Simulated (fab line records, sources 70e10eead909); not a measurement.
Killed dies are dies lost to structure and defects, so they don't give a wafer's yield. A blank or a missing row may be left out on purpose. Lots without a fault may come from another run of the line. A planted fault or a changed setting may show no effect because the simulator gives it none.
fab line records | flow nand_harc | part 2 of 2: steps 5 to 6 of 6
record lots=21 wafers=63 last_day=25
route steps=1159 shown A_STAIRCASE@547
lots that met no fault: from a run of the same line without faults
start_h: hours from the record's first day to the start of the lot's first wafer shown | wait_h: hours since the lot's step before | " the same as in the row above | L1.1+2: a row that stands for several wafers | - no value, or no start given | * or withheld: withheld | < > ~ a bound
route shown NAME@n: a module of which the file shows steps, and the number in the route of the first | usual: mean/standard deviation of fault-free wafers | same: alike in all rows | chamber/n: place in a boat | sites: the reading at each site | _std_site: their standard deviation | _edge_site: outer sites' mean less inner sites' | radius_mm: how far each site lies from the wafer's centre | mask NAME#n: copy n | behind: the tool/chamber that last shaped the wafer | hold: why the lot was held/for how many hours/how that ended | device: the transistor (n, p or np) that didn't switch | end of line: the same wafers' tests at the end of the route | a step without rows: its recipe alone | killed: dies lost to structure and defects at the first sort, not the wafer's yield | map: a wafer's dies, x killed, . not, _ none there
set.NAME: the setting as run; set.NAME@STEP: as run at that earlier step | model.NAME: the simulator's own value behind a step, which no gauge read
steps of the route over a sample of lots; a table a step, a row a wafer
services: from which hour (start_h, from the record's first day; less than 0 if before it) a tool's chamber was out of use, for how many hours, and why
## steps
# step NHARC_A_STAIRCASE_TRIM_196
# recipe time_s=211.2 o2_flow_sccm=500 ar_flow_sccm=0 bias_w=0 chemistry=O2
# usual drypump_motor_current_A=5.9/0.41 oes_product_au=1.004/0.012 rf_vpp_V=57.6/0.91 showerhead_plenum_p_Torr=3.50/0.14 throttle_valve_pct=17.035/0.0096
# same bias_w=0
# columns lot.wafer tool chamber start_h wait_h drypump_motor_current_A oes_product_au rf_hours_counter_h rf_vpp_V showerhead_plenum_p_Torr throttle_valve_pct
L074.4 rie_diel-02 1 233.99 0.1 5.5 0.996 25 56.6 3.44 17.029
L074.1 " 2 " " 6.1 1.007 27 57.3 3.52 17.037
L074.3 " 3 " " 5.4 1.026 30 58.6 3.67 17.046
L075.4 rie_diel-04 1 250.20 0.2 6.5 1.031 46 56.7 3.54 17.038
L075.1 " 2 " " 6.3 0.999 48 56.7 3.27 17.028
L075.5 " 3 " " 6.2 1.003 - 57.5 3.38 17.032
L076.2 rie_diel-02 0 251.96 0.1 5.5 1.019 33 57.7 3.49 17.052
L076.3 " 1 " " 5.5 0.994 31 58.3 3.44 17.034
L076.5 " 0 " " 5.5 1.003 - 57.4 3.49 17.069
L077.3 rie_diel-02 1 261.11 0.1 5.5 0.988 33 57.6 3.44 17.017
L077.2 " 2 " " 6.1 1.015 37 56.8 3.52 17.046
L077.1 " 0 " " 5.4 1.018 36 58.6 3.49 17.030
L078.1 rie_diel-13 2 261.29 0.1 5.8 1.009 55 57.2 3.46 17.045
L078.5 " 3 " " 5.5 0.991 - 58.1 3.77 17.030
L078.6 " 0 " " 5.3 1.005 - 58.3 3.35 17.042
L079.3 rie_diel-02 0 270.52 0.1 5.4 1.006 38 56.4 3.49 17.033
L079.1 " 2 " " 6.1 1.007 39 57.7 3.51 17.018
L079.2 " 3 " " 5.4 1.022 41 56.7 3.67 17.029
L082.4 rie_diel-04 3 284.60 0.1 6.2 1.005 58 57.9 3.37 17.036
L082.1 " 0 " " 5.8 1.008 57 56.9 3.32 17.045
L082.6 " 0 " " 5.8 0.995 - 56.6 3.32 17.041
L080.4 rie_diel-04 3 285.65 0.1 6.1 1.012 59 58.5 3.37 17.034
L080.3 " 0 " " 5.8 1.005 57 57.4 3.32 17.051
L080.6 " 1 " " 6.5 1.030 - 58.9 3.54 17.028
L081.2 rie_diel-02 1 286.05 0.1 5.5 0.986 43 56.0 3.43 17.044
L081.5 " 3 " " 5.4 1.013 - 58.0 3.66 17.029
L081.6 " 0 " " 5.4 1.008 - 57.2 3.48 17.043
L084.4 rie_diel-04 3 300.79 0.1 6.1 1.007 0 57.6 3.37 17.036
L084.2 " 0 " " 5.8 0.995 1 56.3 3.32 17.046
L084.3 " 2 " " 6.3 0.996 0 58.9 3.81 17.036
L083.1 rie_diel-02 0 301.47 0.1 5.4 1.003 52 59.0 3.48 17.033
L083.3 " 1 " " 5.5 0.982 51 57.8 3.43 17.044
L083.6 " 1 " " 5.6 0.995 - 58.8 3.43 17.044
L087.2 rie_diel-04 2 316.89 0.1 6.3 0.994 5 56.8 3.81 17.043
L087.4 " 0 " " 5.8 0.993 6 57.5 3.31 17.024
L087.5 " 2 " " 6.4 0.984 - 58.6 3.80 17.027
L086.3 rie_diel-13 2 317.46 0.1 5.8 0.987 12 57.3 3.45 17.026
L086.4 " 0 " " 5.3 0.997 10 57.8 3.35 17.029
L086.5 " 2 " " 5.8 0.987 - 57.4 3.45 17.048
L088.2 rie_diel-02 0 317.74 0.1 5.4 1.006 58 57.1 3.48 17.036
L088.4 " 2 " " 6.0 1.012 59 57.3 3.50 17.024
L088.5 " 1 " " 5.5 1.002 - 55.4 3.43 17.027
L085.3 rie_diel-02 1 327.16 0.1 5.5 0.984 61 58.4 3.42 17.045
L085.5 " 1 " " 5.5 0.989 - 56.9 3.42 17.029
L085.6 " 2 " " 6.1 1.000 - 57.6 3.50 17.032
L090.4 rie_diel-13 3 336.32 0.1 5.4 0.997 18 57.6 3.76 17.035
L090.3 " 1 " " 6.3 1.014 20 57.6 3.48 17.036
L090.5 " 0 " " 5.3 0.999 - 55.5 3.34 17.042
L092.1 rie_diel-04 1 341.89 0.1 6.5 1.008 17 58.2 3.53 17.034
L092.6 " 1 " " 6.5 1.019 - 58.2 3.53 17.037
L092.5 " 2 " " 6.3 1.000 - 57.5 3.80 17.028
L094.4 rie_diel-02 0 351.18 0.1 5.5 0.993 5 58.0 3.47 17.033
L094.1 " 3 " " 5.4 1.011 5 58.7 3.65 17.052
L094.6 " 1 " " 5.5 0.987 - 56.9 3.42 17.035
L095.3 rie_diel-02 1 363.49 0.1 5.5 0.988 10 56.5 3.42 17.016
L095.5 " 2 " " 6.1 0.995 - 57.2 3.50 17.050
L095.6 " 3 " " 5.4 1.008 - 58.2 3.65 17.043
L096.1 rie_diel-13 0 363.70 0.1 5.3 0.999 29 55.7 3.34 17.046
L096.4 " 1 " " 6.3 1.004 32 56.5 3.47 17.043
L096.2 " 2 " " 5.8 1.003 31 57.0 3.44 17.041
L097.2 rie_diel-04 0 382.24 0.1 5.8 0.985 34 56.6 3.30 17.030
L097.3 " 2 " " 6.3 1.009 31 58.1 3.79 17.054
L097.4 " 2 " " 6.3 1.001 - 57.7 3.79 17.039
# step NHARC_A_STAIRCASE_TRIM_200
# recipe time_s=211.2 o2_flow_sccm=500 ar_flow_sccm=0 bias_w=0 chemistry=O2
# usual drypump_motor_current_A=5.9/0.41 oes_product_au=1.001/0.01 rf_vpp_V=57.7/0.79 showerhead_plenum_p_Torr=3.49/0.14 throttle_valve_pct=17.036/0.0088
# same bias_w=0
# columns lot.wafer tool chamber start_h wait_h drypump_motor_current_A oes_product_au rf_hours_counter_h rf_vpp_V showerhead_plenum_p_Torr throttle_valve_pct
L074.3 rie_diel-02 3 - - 5.4 1.010 30 57.3 3.67 17.043
L074.4 " 1 " " 5.5 0.981 25 57.1 3.44 17.035
L074.1 " 2 " " 6.1 1.001 27 58.4 3.52 17.044
L075.1 rie_diel-04 0 - - 5.8 0.995 47 57.8 3.32 17.029
L075.4 " 1 " " 6.5 1.025 47 58.7 3.54 17.041
L075.5 " 2 " " 6.3 1.004 - 56.9 3.27 17.045
L076.3 rie_diel-02 3 - - 5.4 1.016 37 57.8 3.67 17.042
L076.2 " 0 " " 5.5 0.998 34 58.6 3.49 17.048
L076.5 " 2 " " 6.1 0.991 - 58.0 3.52 17.027
L077.2 rie_diel-02 0 - - 5.4 1.011 36 58.3 3.49 17.025
L077.1 " 1 " " 5.5 0.988 34 57.5 3.44 17.040
L077.3 " 3 " " 5.4 1.020 39 57.1 3.67 17.026
L078.1 rie_diel-13 1 - - 6.3 0.994 55 56.7 3.49 17.041
L078.5 " 0 " " 5.3 0.989 - 56.8 3.35 17.040
L078.6 " 1 " " 6.3 1.008 - 56.2 3.49 17.038
L079.1 rie_diel-02 2 - - 6.1 1.006 39 57.1 3.51 17.049
L079.3 " 3 " " 5.4 1.017 41 56.9 3.67 17.029
L079.2 " 0 " " 5.5 1.003 38 58.0 3.49 17.033
L082.1 rie_diel-04 2 - - 6.3 0.999 61 56.8 3.27 17.026
L082.4 " 3 " " 6.2 1.006 59 57.5 3.37 17.043
L082.6 " 1 " " 6.5 1.030 - 57.9 3.54 17.024
L080.3 rie_diel-04 3 - - 6.2 0.987 59 59.1 3.37 17.029
L080.4 " 0 " " 5.8 0.992 58 57.6 3.32 17.033
L080.6 " 3 " " 6.2 1.001 - 57.5 3.37 17.015
L081.2 rie_diel-02 2 - - 6.1 1.016 45 56.1 3.51 17.044
L081.5 " 1 " " 5.5 0.995 - 58.9 3.43 17.038
L081.6 " 2 " " 6.1 1.006 - 57.5 3.51 17.040
L084.2 rie_diel-04 3 - - 6.1 1.000 1 57.0 3.37 17.031
L084.4 " 0 " " 5.8 0.999 1 56.2 3.32 17.042
L084.3 " 1 " " 6.6 1.020 1 58.0 3.54 17.037
L083.3 rie_diel-02 0 - - 5.5 1.007 52 57.5 3.48 17.030
L083.1 " 1 " " 5.5 0.987 51 57.5 3.43 17.061
L083.6 " 0 " " 5.4 1.001 - 56.9 3.48 17.035
L087.4 rie_diel-04 0 - - 5.8 0.997 6 57.6 3.31 17.037
L087.2 " 2 " " 6.3 0.997 6 57.7 3.80 17.047
L087.5 " 0 " " 5.8 0.995 - 58.2 3.31 17.055
L088.2 rie_diel-02 0 - - 5.4 1.003 59 56.4 3.48 17.050
L088.4 " 2 " " 6.1 1.001 59 57.9 3.50 17.032
L088.5 " 0 " " 5.4 1.004 - 58.4 3.48 17.037
L086.3 rie_diel-13 2 - - 5.8 1.002 13 57.8 3.45 17.036
L086.4 " 3 " " 5.4 0.999 10 59.6 3.77 17.032
L086.5 " 0 " " 5.3 1.005 - 58.4 3.35 17.038
L085.3 rie_diel-02 3 - - 5.4 1.011 63 57.8 3.65 17.041
L085.6 " 1 " " 5.5 0.992 - 58.5 3.42 17.032
L085.5 " 2 " " 6.1 1.008 - 57.2 3.50 17.032
L090.3 rie_diel-13 1 - - 6.3 0.995 21 58.4 3.48 17.027
L090.4 " 2 " " 5.8 1.005 21 57.3 3.44 17.035
L090.5 " 1 " " 6.3 1.002 - 58.2 3.48 17.030
L092.1 rie_diel-04 1 - - 6.5 1.020 17 55.8 3.53 17.048
L092.5 " 3 " " 6.2 0.991 - 57.7 3.36 17.036
L092.6 " 0 " " 5.8 0.995 - 57.5 3.31 17.033
L094.1 rie_diel-02 1 - - 5.5 0.981 6 58.9 3.42 17.036
L094.4 " 3 " " 5.4 1.006 5 58.8 3.65 17.042
L094.6 " 2 " " 6.1 0.994 - 59.0 3.50 17.038
L095.3 rie_diel-02 1 - - 5.5 0.982 10 57.9 3.42 17.043
L095.6 " 3 " " 5.4 1.009 - 58.3 3.65 17.045
L095.5 " 0 " " 5.5 0.992 - 56.4 3.47 17.035
L096.2 rie_diel-13 3 - - 5.5 0.995 29 57.2 3.76 17.036
L096.4 " 1 " " 6.3 1.001 33 58.2 3.47 17.051
L096.1 " 2 " " 5.8 0.991 32 57.5 3.44 17.031
L097.2 rie_diel-04 2 - - 6.3 1.004 31 58.0 3.79 17.038
L097.3 " 0 " " 5.8 0.990 34 58.3 3.30 17.031
L097.4 " 1 " " 6.5 1.019 - 58.4 3.52 17.039
## services
# columns tool chamber start_h hours kind
rie_diel-02 0 208.95 - clean
rie_diel-02 1 208.95 - clean
rie_diel-02 2 208.95 - clean
rie_diel-02 3 208.95 - clean
rie_diel-13 0 213.81 5.5 repair
rie_diel-02 0 233.45 - clean
rie_diel-02 1 233.45 - clean
rie_diel-02 2 233.45 - clean
rie_diel-02 3 233.45 - clean
rie_diel-02 0 257.95 - clean
rie_diel-02 1 257.95 - clean
rie_diel-02 2 257.95 - clean
rie_diel-02 3 257.95 - clean
rie_diel-13 - 276.00 9.0 pm
rie_diel-02 0 282.46 - clean
rie_diel-02 1 282.46 - clean
rie_diel-02 2 282.46 - clean
rie_diel-02 3 282.46 - clean
rie_diel-02 0 307.04 - clean
rie_diel-02 1 307.04 - clean
rie_diel-02 2 307.04 - clean
rie_diel-02 3 307.04 - clean
rie_diel-04 2 328.79 7.2 repair
rie_diel-04 3 365.31 26.3 repair
